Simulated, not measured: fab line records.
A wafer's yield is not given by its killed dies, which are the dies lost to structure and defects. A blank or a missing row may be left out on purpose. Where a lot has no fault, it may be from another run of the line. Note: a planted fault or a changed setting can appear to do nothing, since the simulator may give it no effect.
Which tool is to blame? / flow nand-harc / 13 lots, 39 wafers sampled, at 6 steps of a route of 1302

## WHAT THE GAUGES SHOWED, per wafer
NHARC_P_ZERO_WELL_CD_MEAS_52: the cd target is 2000 nm.
lot=L936; measured=day 2 01:44; on=cd-sem-01; cd-nm (nm)=2003.3 2001.0 2002.9
lot=L937; measured=day 2 11:41; on=cd-sem-02; cd-nm (nm)=1999.7 1999.1 1998.5
lot=L939; measured=day 3 08:01; on=cd-sem-03; cd-nm (nm)=2003.1 2001.3 2003.1
lot=L940; measured=day 3 17:44; on=cd-sem-01; cd-nm (nm)=1999.8 1998.2 1999.4
lot=L941; measured=day 4 03:48; on=cd-sem-02; cd-nm (nm)=1998.4 1998.3 1999.2
lot=L942; measured=day 4 14:03; on=cd-sem-03; cd-nm (nm)=2000.4 2000.8 1999.3
lot=L943; measured=day 4 23:56; on=cd-sem-01; cd-nm (nm)=1999.6 2000.4 2000.3
lot=L944; measured=day 5 09:52; on=cd-sem-01; cd-nm (nm)=1999.1 1998.2 1998.7
lot=L946; measured=day 6 05:52; on=cd-sem-02; cd-nm (nm)=1995.4 1997.9 1997.4
lot=L951; measured=day 8 07:48; on=cd-sem-01; cd-nm (nm)=1999.6 1999.3 1999.6
lot=L957; measured=day 10 19:40; on=cd-sem-03; cd-nm (nm)=2001.7 2000.8 2000.2
lot=L958; measured=day 11 05:53; on=cd-sem-03; cd-nm (nm)=2000.8 2001.8 2000.8
lot=L959; measured=day 11 15:55; on=cd-sem-02; cd-nm (nm)=1998.7 2001.3 2000.6

NHARC_P_ZERO_WELL_INSPECT_43.
lot=L936; measured=day 2 03:34; on=defect-inspect-01; raw-defect-count=6 8 17
lot=L937; measured=day 2 13:31; on=defect-inspect-01; raw-defect-count=16 6 17
lot=L939; measured=day 3 09:49; on=defect-inspect-02; raw-defect-count=5 8 7
lot=L940; measured=day 3 19:33; on=defect-inspect-02; raw-defect-count=8 26 25
lot=L941; measured=day 4 05:38; on=defect-inspect-02; raw-defect-count=17 9 18
lot=L942; measured=day 4 15:51; on=defect-inspect-01; raw-defect-count=13 14 12
lot=L943; measured=day 5 01:45; on=defect-inspect-01; raw-defect-count=11 11 4
lot=L944; measured=day 5 11:41; on=defect-inspect-01; raw-defect-count=7 20 18
lot=L946; measured=day 6 07:39; on=defect-inspect-02; raw-defect-count=17 13 4
lot=L951; measured=day 8 09:38; on=defect-inspect-02; raw-defect-count=13 7 1372
lot=L957; measured=day 10 21:29; on=defect-inspect-02; raw-defect-count=11 8 14
lot=L958; measured=day 11 07:43; on=defect-inspect-01; raw-defect-count=10 5 10
lot=L959; measured=day 11 17:44; on=defect-inspect-01; raw-defect-count=5 20 4

NHARC_P_STI_CD_MEAS_09: the cd target is 200 nm.
lot=L936; measured=day 2 18:53; on=cd-sem-03; cd-nm (nm)=199.4 197.6 200.9
lot=L937; measured=day 3 08:09; on=cd-sem-02; cd-nm (nm)=200.0 200.7 202.9
lot=L939; measured=day 4 01:35; on=cd-sem-02; cd-nm (nm)=201.2 201.0 197.0
lot=L940; measured=day 4 11:49; on=cd-sem-01; cd-nm (nm)=199.1 195.8 198.9
lot=L941; measured=day 4 21:02; on=cd-sem-03; cd-nm (nm)=197.5 197.2 195.2
lot=L942; measured=day 5 06:12; on=cd-sem-03; cd-nm (nm)=193.9 196.4 196.6
lot=L943; measured=day 5 17:13; on=cd-sem-01; cd-nm (nm)=197.8 196.1 193.7
lot=L944; measured=day 6 03:56; on=cd-sem-01; cd-nm (nm)=198.7 202.6 199.4
lot=L946; measured=day 6 22:41; on=cd-sem-01; cd-nm (nm)=203.2 200.7 202.0
lot=L951; measured=day 9 00:26; on=cd-sem-03; cd-nm (nm)=200.9 203.1 199.1
lot=L957; measured=day 11 12:35; on=cd-sem-01; cd-nm (nm)=197.6 199.0 200.9
lot=L958; measured=day 11 22:55; on=cd-sem-02; cd-nm (nm)=203.1 201.1 200.6
lot=L959; measured=day 12 08:20; on=cd-sem-03; cd-nm (nm)=202.5 199.8 202.6

NHARC_END_SORT_01.
lot=L951; measured=day 31 18:24; on=prober-02; killed-at-array=53 62 44; killed-at-other=0 0 0; killed-at-periphery=3 4 109; killed-dies=56 66 153; killed-open=2 2 3; killed-short=1 3 2

## EACH LOT AND THE TOOL THAT RAN IT (in order: tool; ch and the chambers of the sampled wafers; start)
lot=L936; NHARC_P_ZERO_WELL_STRIP_28=wet-bench-02 ch 0,1,7, day 1 23:22; NHARC_P_ZERO_WELL_RTA_42=rtp-anneal-01 ch 0, day 2 03:00
lot=L937; NHARC_P_ZERO_WELL_STRIP_28=wet-bench-03 ch 0,2,7, day 2 09:33; NHARC_P_ZERO_WELL_RTA_42=rtp-anneal-02 ch 0, day 2 12:49
lot=L939; NHARC_P_ZERO_WELL_STRIP_28=wet-bench-03 ch 5,6,7, day 3 05:35; NHARC_P_ZERO_WELL_RTA_42=rtp-anneal-01 ch 0, day 3 09:08
lot=L940; NHARC_P_ZERO_WELL_STRIP_28=wet-bench-06 ch 1,3,5, day 3 15:28; NHARC_P_ZERO_WELL_RTA_42=rtp-anneal-02 ch 0, day 3 18:53
lot=L941; NHARC_P_ZERO_WELL_STRIP_28=wet-bench-06 ch 0,1,6, day 4 01:32; NHARC_P_ZERO_WELL_RTA_42=rtp-anneal-02 ch 0, day 4 04:57
lot=L942; NHARC_P_ZERO_WELL_STRIP_28=wet-bench-02 ch 0,2,7, day 4 11:29; NHARC_P_ZERO_WELL_RTA_42=rtp-anneal-02 ch 0, day 4 15:17
lot=L943; NHARC_P_ZERO_WELL_STRIP_28=wet-bench-06 ch 0,4,6, day 4 21:34; NHARC_P_ZERO_WELL_RTA_42=rtp-anneal-01 ch 0, day 5 01:04
lot=L944; NHARC_P_ZERO_WELL_STRIP_28=wet-bench-03 ch 1,3,6, day 5 07:28; NHARC_P_ZERO_WELL_RTA_42=rtp-anneal-02 ch 0, day 5 11:07
lot=L946; NHARC_P_ZERO_WELL_STRIP_28=wet-bench-02 ch 3,6,7, day 6 03:35; NHARC_P_ZERO_WELL_RTA_42=rtp-anneal-01 ch 0, day 6 07:12
lot=L951; NHARC_P_ZERO_WELL_STRIP_28=wet-bench-06 ch 2,3,6, day 8 05:30; NHARC_P_ZERO_WELL_RTA_42=rtp-anneal-01 ch 0, day 8 09:16
lot=L957; NHARC_P_ZERO_WELL_STRIP_28=wet-bench-03 ch 3,4,6, day 10 17:21; NHARC_P_ZERO_WELL_RTA_42=rtp-anneal-01 ch 0, day 10 20:49
lot=L958; NHARC_P_ZERO_WELL_STRIP_28=wet-bench-02 ch 2,6,7, day 11 03:29; NHARC_P_ZERO_WELL_RTA_42=rtp-anneal-01 ch 0, day 11 07:14
lot=L959; NHARC_P_ZERO_WELL_STRIP_28=wet-bench-06 ch 0,1,7, day 11 13:31; NHARC_P_ZERO_WELL_RTA_42=rtp-anneal-01 ch 0, day 11 17:10
- NHARC_P_ZERO_WELL_STRIP_28: strips in SPM, time 840 s.
- NHARC_P_ZERO_WELL_RTA_42: time 300 s.

## WHAT THE TOOLS THEMSELVES READ (means of the sampled wafers that have a number; where no wafer has one, the mark that the record gives instead)
NHARC_P_ZERO_WELL_STRIP_28.
lot=L936; tool=wet-bench-02; bath-heat-duty-pct (%)=13.6
lot=L937; tool=wet-bench-03; bath-heat-duty-pct (%)=14.4
lot=L939; tool=wet-bench-03; bath-heat-duty-pct (%)=13.2
lot=L940; tool=wet-bench-06; bath-heat-duty-pct (%)=15.3
lot=L941; tool=wet-bench-06; bath-heat-duty-pct (%)=16.1
lot=L942; tool=wet-bench-02; bath-heat-duty-pct (%)=13.5
lot=L943; tool=wet-bench-06; bath-heat-duty-pct (%)=15.2
lot=L944; tool=wet-bench-03; bath-heat-duty-pct (%)=14.1
lot=L946; tool=wet-bench-02; bath-heat-duty-pct (%)=14.7
lot=L951; tool=wet-bench-06; bath-heat-duty-pct (%)=14.7
lot=L957; tool=wet-bench-03; bath-heat-duty-pct (%)=13.4
lot=L958; tool=wet-bench-02; bath-heat-duty-pct (%)=13.8
lot=L959; tool=wet-bench-06; bath-heat-duty-pct (%)=15.7

NHARC_P_ZERO_WELL_RTA_42.
lot=L936; tool=rtp-anneal-01; lamp-power-pct (%)=35.9; wafer_temp_C_max=1104.2
lot=L937; tool=rtp-anneal-02; lamp-power-pct (%)=34.6; wafer_temp_C_max=1104.7
lot=L939; tool=rtp-anneal-01; lamp-power-pct (%)=35.8; wafer_temp_C_max=1105.1
lot=L940; tool=rtp-anneal-02; lamp-power-pct (%)=34.5; wafer_temp_C_max=1106.5
lot=L941; tool=rtp-anneal-02; lamp-power-pct (%)=34.6; wafer_temp_C_max=1105.8
lot=L942; tool=rtp-anneal-02; lamp-power-pct (%)=34.6; wafer_temp_C_max=1105.0
lot=L943; tool=rtp-anneal-01; lamp-power-pct (%)=35.9; wafer_temp_C_max=1104.3
lot=L944; tool=rtp-anneal-02; lamp-power-pct (%)=34.6; wafer_temp_C_max=1105.0
lot=L946; tool=rtp-anneal-01; lamp-power-pct (%)=35.8; wafer_temp_C_max=1104.6
lot=L951; tool=rtp-anneal-01; lamp-power-pct (%)=35.9; wafer_temp_C_max=1104.5
lot=L957; tool=rtp-anneal-01; lamp-power-pct (%)=35.9; wafer_temp_C_max=1105.4
lot=L958; tool=rtp-anneal-01; lamp-power-pct (%)=35.9; wafer_temp_C_max=1103.5
lot=L959; tool=rtp-anneal-01; lamp-power-pct (%)=35.9; wafer_temp_C_max=1104.5

## THE ANSWER, worked out from the rows above alone
Rule: the usual values come from the lots themselves. The widest of any qualifying gaps counts: lots, ordered by their means at a reading, are off when they make up no more than a third of the lots, leave a main group of 4 or more, and stand apart from it by 3 or more times the standard deviation of that group's means. A main group whose means are all the same, to the digits that the tables above print for the reading, isn't used. A lot without any number at a reading at which 4 lots or more have one is off too. Any other lot the step has rows for is counted as sound. Order of review: gauges by route order, followed by the tools' own readings, for which a lot's mean as printed above is used. The first step at which some lot is off is used, and at that step the reading that is off furthest; a lot without a number counts as furthest.
Off at NHARC_P_ZERO_WELL_INSPECT_43 (raw-defect-count): L951. Mean 12 and standard deviation 3.4 in the main group.
If a tool, at a process step before that reading, ran all the lots that are off and no sound lot after the first of them, it fits. Gauges at NHARC_P_ZERO_WELL_INSPECT_43: tried the same way as those tools. Not one of the candidates tried fits.

## WHAT HAD BEEN PUT IN BY THE SIMULATOR
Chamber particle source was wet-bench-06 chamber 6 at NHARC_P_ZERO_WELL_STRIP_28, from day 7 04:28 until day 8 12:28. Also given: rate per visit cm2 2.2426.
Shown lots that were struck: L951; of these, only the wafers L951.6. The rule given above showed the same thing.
